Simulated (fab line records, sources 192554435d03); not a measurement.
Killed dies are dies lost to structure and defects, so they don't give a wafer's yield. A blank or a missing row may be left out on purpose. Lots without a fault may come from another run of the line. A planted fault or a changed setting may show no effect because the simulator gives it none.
Split-lot experiment | flow n5_finfet | 7 lots, 21 wafers read, on a route of 1938 steps

THE SPLIT
At N5_GATE_CUT_COAT_07 (resist thk 30 nm), the setting spin_rpm was moved away from the recipe's 1500 rpm on 4 of the 21 wafers read, by -9.3% to -7.3%. The other wafers ran this setting at the recipe's value.

FROM THE SPLIT TO THE READING: what the file shows between them, 2 steps
- N5_GATE_CUT_EBR_09
- N5_GATE_CUT_SOFTBAKE_08: time 60 s

THE READING
CAR-EUV_of_GATE_CUT_COAT_07.thk_nm (the simulator's own value, which no gauge read), in nm, at N5_GATE_CUT_DESCUM_18 (chemistry O2, time 7 s). The file gives no usual value for it. The 17 wafers here that ran the recipe average 26.1 nm, standard deviation 0.098 nm.

wafer  | tool, chamber at the split | spin_rpm as run, rpm | against the recipe | CAR-EUV_of_GATE_CUT_COAT_07.thk_nm, nm | against lot-mates on the recipe
L075.1 | litho_track-05, 0          | 1500                 | recipe             | 26                                     | -
L075.5 | litho_track-05, 0          | 1500                 | recipe             | 26                                     | -
L075.4 | litho_track-05, 0          | 1500                 | recipe             | 26.2                                   | -
L080.1 | litho_track-02, 0          | 1500                 | recipe             | 26                                     | -
L080.3 | litho_track-02, 0          | 1500                 | recipe             | 26                                     | -
L080.5 | litho_track-02, 0          | 1500                 | recipe             | 26.2                                   | -
L083.3 | litho_track-05, 0          | 1361                 | -9.3%              | 27.4                                   | +1.2
L083.5 | litho_track-05, 0          | 1500                 | recipe             | 26.2                                   | -
L083.6 | litho_track-05, 0          | 1361                 | -9.3%              | 27.6                                   | +1.4
L084.1 | litho_track-02, 0          | 1500                 | recipe             | 26                                     | -
L084.2 | litho_track-02, 0          | 1391                 | -7.3%              | 27.2                                   | +1.2
L084.3 | litho_track-02, 0          | 1391                 | -7.3%              | 27.2                                   | +1.2
L088.1 | litho_track-03, 0          | 1500                 | recipe             | 26                                     | -
L088.3 | litho_track-03, 0          | 1500                 | recipe             | 26.2                                   | -
L088.4 | litho_track-03, 0          | 1500                 | recipe             | 26.2                                   | -
L090.3 | litho_track-05, 0          | 1500                 | recipe             | 26.2                                   | -
L090.4 | litho_track-05, 0          | 1500                 | recipe             | 26.2                                   | -
L090.6 | litho_track-05, 0          | 1500                 | recipe             | 26.2                                   | -
L093.1 | litho_track-05, 0          | 1500                 | recipe             | 26.2                                   | -
L093.6 | litho_track-05, 0          | 1500                 | recipe             | 26.2                                   | -
L093.3 | litho_track-05, 0          | 1500                 | recipe             | 26                                     | -

THE FIT
A straight line over all 21 wafers: CAR-EUV_of_GATE_CUT_COAT_07.thk_nm changes by -0.149 nm for each +1% of spin_rpm; r = -0.98; the points scatter about the line by 0.099 nm.
The same after taking each lot's own level away (the mean of its wafers on the recipe; 21 wafers): -0.149 nm for each +1%; r = -0.98; scatter 0.094 nm.
On that fit, the largest move of spin_rpm shifts the reading by 1.4 nm.
The lots' own levels span 26.00 to 26.20 nm, that is 2.0 times the standard deviation above.
So the lot-to-lot level changes the slope little: the two slopes agree.
Check: with one of the wafers moved furthest among these (-9.3%) left out of the fit, the line predicts +1.47 nm for it against its lot-mates. It came out at +1.2 nm against them.

OTHER SPLITS ON THESE WAFERS
These wafers also went through other splits before the reading. Each is held against what the fit with the lots' levels taken away leaves over:
other split on the same wafers   | wafers away from the commonest value | r with CAR-EUV_of_GATE_CUT_COAT_07.thk_nm (lot level and that fit taken away)
N5_SD_EPI_N_EPI_21 time_s        | 10                                   | +0.11
N5_HKMG_FIN_HK_ALD_01 ald_cycles | 10                                   | +0.30
N5_HKMG_FIN_PEB_47 peb_time_s    | 4                                    | -0.32
N5_HKMG_FIN_ETCH_55 bias_w       | 2                                    | -0.02

THE WHOLE CHAIN: every reading that the file lists as answering this split, in the file's order
step                  | what it does           | reading                                                                             | change (the file's fit)               | r (the file's)
N5_GATE_CUT_COAT_07   | resist thk 30 nm       | CAR-EUV_of_GATE_CUT_COAT_07.thk_nm (the simulator's own value, which no gauge read) | -0.162 nm for each +1% of the setting | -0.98
N5_GATE_CUT_DESCUM_18 | chemistry O2, time 7 s | CAR-EUV_of_GATE_CUT_COAT_07.thk_nm (the simulator's own value, which no gauge read) | -0.15 nm for each +1% of the setting  | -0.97

THE FILE'S OWN FIT
CAR-EUV_of_GATE_CUT_COAT_07.thk_nm changes by -0.15 nm for each +1% of spin_rpm, r = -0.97.
